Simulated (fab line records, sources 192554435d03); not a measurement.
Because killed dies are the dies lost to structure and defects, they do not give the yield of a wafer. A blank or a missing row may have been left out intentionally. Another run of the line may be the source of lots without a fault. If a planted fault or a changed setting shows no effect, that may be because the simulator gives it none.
Which tool is to blame?    flow n5 finfet    23 lots, 69 wafers sampled, at 6 steps of a route of 1938

== WHAT THE GAUGES SHOWED, per wafer ==
N5_DUMMY_GATE_OVL_MEAS_16.
lot   measured     on          GATE_OVL (nm)
L074  day 2 21:47  overlay-01  -1.2 -0.7 -1.2
L075  day 3 05:16  overlay-02  -0.7 0.0 -0.5
L076  day 3 10:55  overlay-01  -1.0 -0.9 -1.2
L077  day 3 21:58  overlay-02  -1.4 -1.5 -0.7
L078  day 3 21:56  overlay-02  -0.6 -1.4 -1.2
L079  day 4 05:44  overlay-01  -0.9 0.2 -0.7
L080  day 4 10:37  overlay-02  -0.4 -0.9 -0.1
L081  day 4 15:45  overlay-01  0.5 -0.5 -0.4
L082  day 5 01:20  overlay-01  -1.2 -0.6 -1.1
L083  day 5 05:53  overlay-02  0.3 -1.7 -0.3
L084  day 5 10:02  overlay-01  -1.3 -1.1 -0.9
L085  day 5 18:46  overlay-02  -0.3 0.1 -0.5
L087  day 6 05:52  overlay-02  -0.8 -1.7 -1.9
L088  day 6 13:14  overlay-01  -0.1 0.5 -0.5
L089  day 6 14:38  overlay-01  1.1 -0.3 -1.1
L090  day 7 01:28  overlay-01  -1.5 -0.8 -1.1
L091  day 7 03:58  overlay-01  -0.5 0.5 -0.3
L092  day 7 10:01  overlay-01  -1.7 0.0 -1.0
L093  day 7 18:00  overlay-02  -0.7 -0.8 -0.1
L094  day 7 20:50  overlay-02  -0.1 -0.1 0.8
L095  day 8 03:14  overlay-01  -1.0 -0.2 -1.3
L096  day 8 08:30  overlay-01  -0.8 -0.9 0.0
L097  day 8 15:19  overlay-02  -0.1 -0.5 -1.0

== TOOL THAT RAN EACH LOT (tool first, then ch and the chambers of the sampled wafers, then the start) ==
lot   N5_FIN_SAQP_MANDREL2_REMOVE_60   N5_STI_FIN_REVEAL_ALD_14          N5_STI_FIN_REVEAL_ETCHBACK_08      N5_STI_FIN_REVEAL_STRIP_24         N5_STI_FIN_REVEAL_ETCH_34
L074  rie si-02 ch 2,3, day 2 02:07    ald sin-01 ch 0,3, day 2 04:17    rie diel-05 ch 0,1,3, day 2 10:04  rie diel-05 ch 0,1,3, day 2 10:05  rie si-04 ch 0,3, day 2 12:24
L075  rie si-01 ch 0,1, day 2 07:31    ald sin-02 ch 0,1,3, day 2 10:01  rie diel-05 ch 0,1,2, day 2 15:41  rie diel-05 ch 0,1,2, day 2 15:43  rie si-04 ch 1,2,3, day 2 18:01
L076  rie si-02 ch 0,2,3, day 2 14:06  ald sin-01 ch 0,1, day 2 16:52    rie diel-05 ch 0,1,2, day 2 23:03  rie diel-05 ch 0,1,2, day 2 23:05  rie si-01 ch 1,2,3, day 3 01:23
L077  rie si-02 ch 0,2,3, day 2 20:59  ald sin-01 ch 1,2, day 3 03:55    rie diel-02 ch 0,1, day 3 10:19    rie diel-02 ch 0,1, day 3 10:21    rie si-04 ch 0,1,2, day 3 12:44
L078  rie si-02 ch 0,1,3, day 3 01:38  ald sin-02 ch 0,1,3, day 3 04:25  rie diel-06 ch 1,2,3, day 3 10:14  rie diel-06 ch 1,2,3, day 3 10:17  rie si-02 ch 0,2,3, day 3 12:35
L079  rie si-04 ch 0,1,2, day 3 08:23  ald sin-01 ch 1,3, day 3 10:42    rie diel-02 ch 0,1,2, day 3 16:18  rie diel-02 ch 0,1,2, day 3 16:20  rie si-04 ch 0,1, day 3 18:38
L080  rie si-04 ch 0,1, day 3 14:49    ald sin-02 ch 2,3, day 3 17:09    rie diel-02 ch 0,1,3, day 3 22:51  rie diel-02 ch 0,1,3, day 3 22:53  rie si-04 ch 0,1,3, day 4 01:11
L081  rie si-02 ch 0,1, day 3 19:31    ald sin-03 ch 0,2, day 3 22:31    rie diel-02 ch 0,1,2, day 4 04:05  rie diel-02 ch 0,1,2, day 4 04:07  rie si-04 ch 2,3, day 4 06:26
L082  rie si-02 ch 0,1,2, day 4 02:09  ald sin-02 ch 2,3, day 4 06:25    rie diel-05 ch 0,2, day 4 12:00    rie diel-05 ch 0,2, day 4 12:02    rie si-04 ch 0,3, day 4 14:20
L083  rie si-02 ch 0,2,3, day 4 09:50  ald sin-01 ch 0,2,3, day 4 11:59  rie diel-06 ch 0,2,3, day 4 17:33  rie diel-06 ch 0,2,3, day 4 17:35  rie si-04 ch 0,1,3, day 4 19:55
L084  rie si-04 ch 1,2,3, day 4 13:41  ald sin-02 ch 0,1,2, day 4 16:54  rie diel-06 ch 0,3, day 4 22:29    rie diel-06 ch 0,3, day 4 22:31    rie si-01 ch 1,2,3, day 5 00:49
L085  rie si-04 ch 1,2,3, day 4 22:33  ald sin-03 ch 0,1,2, day 5 00:56  rie diel-05 ch 0,1,2, day 5 06:31  rie diel-05 ch 0,1,2, day 5 06:33  rie si-01 ch 1,2, day 5 09:12
L087  rie si-02 ch 0,1,2, day 5 08:49  ald sin-02 ch 2,3, day 5 12:24    rie diel-06 ch 0,3, day 5 18:19    rie diel-06 ch 0,3, day 5 18:21    rie si-02 ch 1,2, day 5 20:39
L088  rie si-02 ch 0,1,3, day 5 15:05  ald sin-02 ch 0,3, day 5 17:23    rie diel-06 ch 0,3, day 5 22:58    rie diel-06 ch 0,3, day 5 23:00    rie si-01 ch 0,1,3, day 6 01:22
L089  rie si-01 ch 0,2,3, day 5 19:00  ald sin-02 ch 1,2, day 5 21:13    rie diel-06 ch 1,2,3, day 6 02:49  rie diel-06 ch 1,2,3, day 6 02:52  rie si-02 ch 1,2,3, day 6 05:11
L090  rie si-02 ch 0,2,3, day 6 03:37  ald sin-01 ch 2,3, day 6 06:11    rie diel-05 ch 0,2,3, day 6 11:46  rie diel-05 ch 0,2,3, day 6 11:49  rie si-04 ch 0,3, day 6 14:07
L091  rie si-02 ch 0,1,3, day 6 08:01  ald sin-01 ch 0,2,3, day 6 10:20  rie diel-05 ch 0,1,3, day 6 15:58  rie diel-05 ch 0,1,3, day 6 15:59  rie si-02 ch 0,2,3, day 6 18:18
L092  rie si-02 ch 0,1,3, day 6 14:17  ald sin-03 ch 1,3, day 6 16:43    rie diel-02 ch 0,2,3, day 6 22:19  rie diel-02 ch 0,1, day 6 22:21    rie si-04 ch 0,3, day 7 00:40
L093  rie si-04 ch 0,1,2, day 6 20:37  ald sin-03 ch 0,1,2, day 6 22:53  rie diel-06 ch 1,3, day 7 04:31    rie diel-06 ch 1,3, day 7 04:33    rie si-01 ch 0,2, day 7 06:51
L094  rie si-01 ch 1,2,3, day 7 01:20  ald sin-02 ch 0,1, day 7 03:35    rie diel-02 ch 0,1,3, day 7 09:09  rie diel-02 ch 0,1,3, day 7 09:11  rie si-01 ch 0,1,2, day 7 11:30
L095  rie si-04 ch 1,2, day 7 07:37    ald sin-02 ch 2,3, day 7 09:49    rie diel-06 ch 0,2,3, day 7 15:34  rie diel-06 ch 0,2,3, day 7 15:36  rie si-01 ch 0,2, day 7 17:54
L096  rie si-04 ch 1,2, day 7 13:02    ald sin-03 ch 1,2,3, day 7 15:10  rie diel-06 ch 0,1,2, day 7 20:57  rie diel-06 ch 0,1,2, day 7 20:59  rie si-02 ch 0,1,2, day 7 23:17
L097  rie si-01 ch 0,1,2, day 7 19:24  ald sin-01 ch 0,1, day 7 21:50    rie diel-05 ch 0,2, day 8 03:46    rie diel-05 ch 0,2, day 8 03:47    rie si-04 ch 0,1, day 8 06:06
- N5_FIN_SAQP_MANDREL2_REMOVE_60: chemistry HBr/Cl2/O2, target a-Si, stops on SiNx, bt time 10 s.
- N5_STI_FIN_REVEAL_ALD_14: deposits Si3N4, target thk 3 nm.
- N5_STI_FIN_REVEAL_ETCHBACK_08: etches SiO2 in C4F6/O2, target depth 30.5 nm, time 10.167 s.
- N5_STI_FIN_REVEAL_STRIP_24: strips in N2/H2, time 90 s.
- N5_STI_FIN_REVEAL_ETCH_34: etches Si in H2, material Si, target depth 0.97 nm.

== WHAT THE TOOLS THEMSELVES READ (means of the sampled wafers that have a number; where no wafer has one, the mark that the record gives instead) ==
N5_FIN_SAQP_MANDREL2_REMOVE_60.
lot   tool       drypump motor current A (A)  oes product au (a.u.)  rf fwd power W (W)  throttle valve pct (%)
L074  rie si-02  5.5                          0.981                  596.3               36.81
L075  rie si-01  5.3                          1.009                  596.3               36.67
L076  rie si-02  5.7                          0.988                  597.1               36.56
L077  rie si-02  5.7                          0.977                  597.0               36.56
L078  rie si-02  5.8                          1.002                  597.4               36.40
L079  rie si-04  5.5                          1.003                  597.3               36.61
L080  rie si-04  5.4                          0.997                  596.8               36.46
L081  rie si-02  6.0                          1.004                  598.3               36.26
L082  rie si-02  5.8                          1.005                  596.7               36.52
L083  rie si-02  5.7                          0.992                  597.8               36.55
L084  rie si-04  5.2                          1.021                  596.8               36.61
L085  rie si-04  5.2                          1.016                  598.8               36.61
L087  rie si-02  5.8                          0.994                  597.0               36.51
L088  rie si-02  5.8                          0.994                  597.1               36.40
L089  rie si-01  6.1                          1.008                  595.2               36.79
L090  rie si-02  5.7                          0.974                  599.0               36.55
L091  rie si-02  5.8                          1.003                  599.5               36.39
L092  rie si-02  5.8                          1.001                  598.7               36.39
L093  rie si-04  5.5                          0.990                  597.0               36.61
L094  rie si-01  5.7                          1.003                  597.1               36.67
L095  rie si-04  5.3                          1.001                  597.7               36.47
L096  rie si-04  5.3                          1.011                  600.2               36.46
L097  rie si-01  5.6                          1.004                  595.3               36.88

N5_STI_FIN_REVEAL_ALD_14.
lot   tool        heater power outer w (W)  heater power w (W)  susceptor temp C (C)
L074  ald sin-01  504                       847                 399.87
L075  ald sin-02  574                       886                 399.78
L076  ald sin-01  513                       804                 400.12
L077  ald sin-01  513                       803                 400.03
L078  ald sin-02  570                       887                 400.16
L079  ald sin-01  495                       818                 400.03
L080  ald sin-02  613                       946                 400.25
L081  ald sin-03  469                       784                 399.73
L082  ald sin-02  609                       954                 400.06
L083  ald sin-01  513                       840                 399.94
L084  ald sin-02  563                       895                 400.00
L085  ald sin-03  494                       797                 399.93
L087  ald sin-02  627                       940                 400.17
L088  ald sin-02  540                       821                 399.93
L089  ald sin-02  600                       955                 400.08
L090  ald sin-01  527                       860                 400.07
L091  ald sin-01  519                       855                 399.97
L092  ald sin-03  544                       856                 399.75
L093  ald sin-03  495                       803                 399.86
L094  ald sin-02  534                       847                 399.85
L095  ald sin-02  623                       946                 400.28
L096  ald sin-03  522                       837                 400.10
L097  ald sin-01  510                       812                 400.36

N5_STI_FIN_REVEAL_ETCHBACK_08.
lot   tool         drypump motor current A (A)  oes product au (a.u.)  rf fwd power W (W)  rf vpp V (V)  showerhead plenum p Torr (Torr)  throttle valve pct (%)
L074  rie diel-05  5.6                          0.74                   340.2               660           2.86                             21.24
L075  rie diel-05  5.7                          0.74                   342.0               666           2.84                             21.21
L076  rie diel-05  5.7                          0.75                   341.0               666           2.84                             21.23
L077  rie diel-02  5.1                          0.72                   341.3               658           2.87                             21.30
L078  rie diel-06  6.0                          0.82                   341.3               666           2.86                             21.07
L079  rie diel-02  5.3                          0.79                   342.9               655           2.89                             21.21
L080  rie diel-02  5.5                          0.70                   341.5               657           2.81                             21.30
L081  rie diel-02  5.3                          0.78                   342.2               654           2.89                             21.21
L082  rie diel-05  6.0                          0.73                   341.3               669           2.85                             21.25
L083  rie diel-06  6.0                          0.81                   340.5               670           2.85                             21.12
L084  rie diel-06  5.8                          0.89                   340.2               665           2.87                             21.07
L085  rie diel-05  5.7                          0.73                   341.2               665           2.83                             21.25
L087  rie diel-06  5.8                          0.81                   342.4               656           2.85                             21.11
L088  rie diel-06  5.8                          0.87                   340.9               665           2.87                             21.08
L089  rie diel-06  5.9                          0.78                   342.0               665           2.86                             21.09
L090  rie diel-05  5.7                          0.79                   341.2               662           2.86                             21.15
L091  rie diel-05  5.6                          0.80                   338.7               659           2.85                             21.17
L092  rie diel-02  5.8                          0.85                   341.7               657           2.94                             21.12
L093  rie diel-06  5.8                          0.82                   341.0               657           2.88                             21.01
L094  rie diel-02  5.5                          0.79                   342.2               660           2.91                             21.20
L095  rie diel-06  6.0                          0.78                   340.2               670           2.84                             21.14
L096  rie diel-06  5.9                          0.82                   340.2               674           2.87                             21.07
L097  rie diel-05  6.0                          0.71                   340.3               669           2.83                             21.30

N5_STI_FIN_REVEAL_STRIP_24.
lot   tool         drypump motor current A (A)  oes product au (a.u.)  rf vpp V (V)  showerhead plenum p Torr (Torr)  throttle valve pct (%)
L074  rie diel-05  5.7                          0.74                   45.0          3.41                             12.40
L075  rie diel-05  5.7                          0.76                   45.0          3.38                             12.27
L076  rie diel-05  5.7                          0.75                   45.6          3.38                             12.28
L077  rie diel-02  5.1                          0.72                   45.2          3.39                             12.33
L078  rie diel-06  6.0                          0.81                   44.5          3.40                             12.11
L079  rie diel-02  5.3                          0.80                   45.1          3.42                             12.23
L080  rie diel-02  5.5                          0.71                   45.2          3.33                             12.37
L081  rie diel-02  5.3                          0.80                   45.1          3.42                             12.25
L082  rie diel-05  6.0                          0.73                   44.8          3.37                             12.29
L083  rie diel-06  6.0                          0.82                   45.6          3.38                             12.15
L084  rie diel-06  5.8                          0.89                   45.8          3.41                             12.05
L085  rie diel-05  5.7                          0.74                   45.2          3.37                             12.32
L087  rie diel-06  5.8                          0.81                   45.3          3.38                             12.13
L088  rie diel-06  5.8                          0.87                   45.8          3.40                             12.07
L089  rie diel-06  6.0                          0.79                   45.5          3.39                             12.16
L090  rie diel-05  5.7                          0.78                   45.1          3.39                             12.23
L091  rie diel-05  5.7                          0.80                   45.0          3.40                             12.25
L092  rie diel-02  5.1                          0.71                   45.4          3.37                             12.40
L093  rie diel-06  5.8                          0.82                   44.7          3.43                             12.06
L094  rie diel-02  5.5                          0.80                   45.5          3.45                             12.21
L095  rie diel-06  6.0                          0.79                   46.4          3.37                             12.22
L096  rie diel-06  6.0                          0.83                   46.0          3.41                             12.13
L097  rie diel-05  6.0                          0.71                   45.4          3.36                             12.35

N5_STI_FIN_REVEAL_ETCH_34.
lot   tool       drypump motor current A (A)  oes product au (a.u.)  rf fwd power W (W)  throttle valve pct (%)
L074  rie si-04  5.5                          0.998                  296.3               25.8
L075  rie si-04  5.2                          1.008                  296.8               25.8
L076  rie si-01  5.7                          1.008                  295.8               25.5
L077  rie si-04  5.5                          0.998                  297.3               25.6
L078  rie si-02  5.7                          0.988                  297.1               25.7
L079  rie si-04  5.6                          0.992                  295.6               25.5
L080  rie si-04  5.3                          1.006                  297.3               25.7
L081  rie si-04  5.1                          1.034                  297.3               26.2
L082  rie si-04  5.3                          1.005                  295.9               26.1
L083  rie si-04  5.4                          1.002                  296.6               25.7
L084  rie si-01  5.6                          1.002                  296.2               25.5
L085  rie si-01  5.2                          1.003                  296.6               25.6
L087  rie si-02  5.6                          0.994                  297.5               26.0
L088  rie si-01  5.9                          1.012                  295.9               25.5
L089  rie si-02  5.5                          0.995                  296.7               25.8
L090  rie si-04  5.6                          0.991                  296.3               25.8
L091  rie si-02  5.7                          0.986                  296.6               25.7
L092  rie si-04  5.3                          1.011                  296.7               26.1
L093  rie si-01  5.8                          1.002                  295.7               26.0
L094  rie si-01  5.6                          1.002                  295.5               25.8
L095  rie si-01  6.0                          1.000                  296.7               26.0
L096  rie si-02  5.8                          0.993                  297.7               25.8
L097  rie si-04  5.6                          0.986                  296.9               25.5

== THE ANSWER, worked out from the rows above alone ==
Rule: the usual values come from the lots themselves. Put in order of their means at a reading, lots are off if they are a third of the lots or fewer, leave a main group of 4 or more, and stand apart from it by a gap of 3 or more times the standard deviation of the main group's means; of several such gaps the widest counts. Not used: any main group whose means are identical at the precision the tables above print for the reading. Also off: a lot with no number at a reading for which 4 or more lots have one. Where the step has rows for the other lots, those lots are counted as sound. Order of review: gauges by route order, followed by the tools' own readings, for which a lot's mean as printed above is used. At the first step where some lot is off, the reading lying furthest off is the one used; lots without a number count as furthest.
No lot is off on any of the readings shown, so nothing can be concluded from this.

== WHAT THE SIMULATOR PUT IN ==
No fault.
